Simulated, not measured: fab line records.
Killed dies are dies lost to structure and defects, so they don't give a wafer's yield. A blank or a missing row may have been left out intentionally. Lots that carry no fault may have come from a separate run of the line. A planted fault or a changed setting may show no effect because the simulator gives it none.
What tool caused it?	flow n5Finfet	at 1 step of a route of 1938, 12 lots with 36 wafers sampled

== WHAT EACH GAUGE READ, for each wafer ==
N5_BEOL_M0_CUTY_OVL_MEAS_58.
lot	measured	on	M0_ABLK_OVL (nm)
L075	day 6 01:47	overlay-01	-0.8 -0.7 -1.2
L077	day 6 13:19	overlay-01	-0.8 0.1 -1.0
L079	day 6 22:07	overlay-02	0.0 -0.7 -0.5
L081	day 7 15:09	overlay-02	-0.5 -1.0 -0.3
L083	day 7 23:08	overlay-01	0.1 -0.5 0.8
L085	day 8 23:46	overlay-02	0.1 -0.4 -0.3
L087	day 9 09:34	overlay-01	0.3 0.4 0.1
L089	day 9 17:35	overlay-01	0.1 -0.8 -0.2
L091	day 10 01:53	overlay-02	0.2 -0.6 -0.4
L093	day 10 20:54	overlay-02	0.0 0.2 0.5
L095	day 11 04:47	overlay-02	1.1 0.3 0.4
L097	day 11 14:45	overlay-01	-1.5 -1.0 -1.2

== WHAT TOOL EACH LOT RAN ON (gives the tool, then ch and the chambers of the sampled wafers, and finally the start) ==
No process step before these readings appears in the record.

== THE ANSWER, worked out from the rows above alone ==
Rule: the usual values come from the lots themselves. Put in order of their means at a reading, lots are off if they are a third of the lots or fewer, leave a main group of 4 or more, and stand apart from it by a gap of 3 or more times the standard deviation of the main group's means; of several such gaps the widest counts. Not used: any main group whose means are identical at the precision the tables above print for the reading. Also off: a lot with no number at a reading for which 4 or more lots have one. Any other lot the step has rows for is counted as sound.
Nothing can be told from this: no lot is off at any reading shown.

== WHAT THE SIMULATOR HAD PUT IN ==
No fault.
